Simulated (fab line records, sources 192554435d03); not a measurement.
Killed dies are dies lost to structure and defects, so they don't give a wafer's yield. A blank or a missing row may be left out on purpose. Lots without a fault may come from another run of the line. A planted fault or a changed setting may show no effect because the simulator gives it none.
Split-lot experiment | flow n5_finfet | 7 lots, 21 wafers read, on a route of 1938 steps

THE SPLIT
At N5_BEOL_M14_SPUTTER_43 (material TaN, target thk 15 nm, time 24.19 s), the setting power_w was moved away from the recipe's 15000 W on 9 of the 21 wafers read, by -12.5% to +11.5%. The other wafers ran this setting at the recipe's value.

The reading is taken at the split's own step.

THE READING
TaN_of_BEOL_M14_SPUTTER_43.thk_nm (the simulator's own value, which no gauge read), in nm, at N5_BEOL_M14_SPUTTER_43 (material TaN, target thk 15 nm, time 24.19 s). The file gives no usual value for it. The 12 wafers here that ran the recipe average 14.8 nm, standard deviation 0.18 nm.

wafer  | tool, chamber at the split | power_w as run, W | against the recipe | TaN_of_BEOL_M14_SPUTTER_43.thk_nm, nm | against lot-mates on the recipe
L076.1 | pvd_sputter-02, -          | 13130             | -12.5%             | 12.8                                  | -2.0
L076.4 | pvd_sputter-02, -          | 15000             | recipe             | 14.8                                  | -
L076.5 | pvd_sputter-02, -          | 13130             | -12.5%             | 12.6                                  | -2.2
L075.2 | pvd_sputter-01, -          | 13560             | -9.6%              | 13.6                                  | no lot-mate on the recipe
L075.3 | pvd_sputter-01, -          | 13560             | -9.6%              | 13.6                                  | no lot-mate on the recipe
L075.4 | pvd_sputter-01, -          | 13560             | -9.6%              | 13.4                                  | no lot-mate on the recipe
L078.1 | pvd_sputter-02, -          | 15000             | recipe             | 15                                    | -
L078.4 | pvd_sputter-02, -          | 15000             | recipe             | 15                                    | -
L078.6 | pvd_sputter-02, -          | 15000             | recipe             | 15                                    | -
L084.1 | pvd_sputter-01, -          | 15000             | recipe             | 15.2                                  | -
L084.2 | pvd_sputter-01, -          | 16720             | +11.5%             | 16.6                                  | +1.4
L084.5 | pvd_sputter-01, -          | 16720             | +11.5%             | 17.2                                  | +2.0
L090.1 | pvd_sputter-01, -          | 15000             | recipe             | 14.6                                  | -
L090.2 | pvd_sputter-01, -          | 15000             | recipe             | 14.6                                  | -
L090.4 | pvd_sputter-01, -          | 15000             | recipe             | 14.6                                  | -
L094.1 | pvd_sputter-03, -          | 15000             | recipe             | 14.8                                  | -
L094.5 | pvd_sputter-03, -          | 15000             | recipe             | 14.8                                  | -
L094.3 | pvd_sputter-03, -          | 14110             | -5.9%              | 14                                    | -0.8
L095.1 | pvd_sputter-02, -          | 15000             | recipe             | 15                                    | -
L095.2 | pvd_sputter-02, -          | 13440             | -10.4%             | 13.4                                  | -1.5
L095.6 | pvd_sputter-02, -          | 15000             | recipe             | 14.8                                  | -

THE FIT
A straight line over all 21 wafers: TaN_of_BEOL_M14_SPUTTER_43.thk_nm changes by +0.162 nm for each +1% of power_w; r = +0.98; the points scatter about the line by 0.22 nm.
The same after taking each lot's own level away (the mean of its wafers on the recipe; 18 wafers): +0.155 nm for each +1%; r = +0.99; scatter 0.14 nm.
On that fit, the largest move of power_w shifts the reading by 1.9 nm.
The lots' own levels span 14.60 to 15.20 nm, that is 3.2 times the standard deviation above.
So the lot-to-lot level changes the slope little: the two slopes agree.
Check: with one of the wafers moved furthest among these (-12.5%) left out of the fit, the line predicts -1.94 nm for it against its lot-mates. It came out at -2 nm against them.

OTHER SPLITS ON THESE WAFERS
These wafers also went through other splits before the reading. Each is held against what the fit with the lots' levels taken away leaves over:
other split on the same wafers | wafers away from the commonest value | r with TaN_of_BEOL_M14_SPUTTER_43.thk_nm (lot level and that fit taken away)
N5_BEOL_M13_COAT_04 spin_rpm   | 8                                    | +0.16

THE FILE'S OWN FIT
TaN_of_BEOL_M14_SPUTTER_43.thk_nm changes by +0.153 nm for each +1% of power_w, r = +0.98.
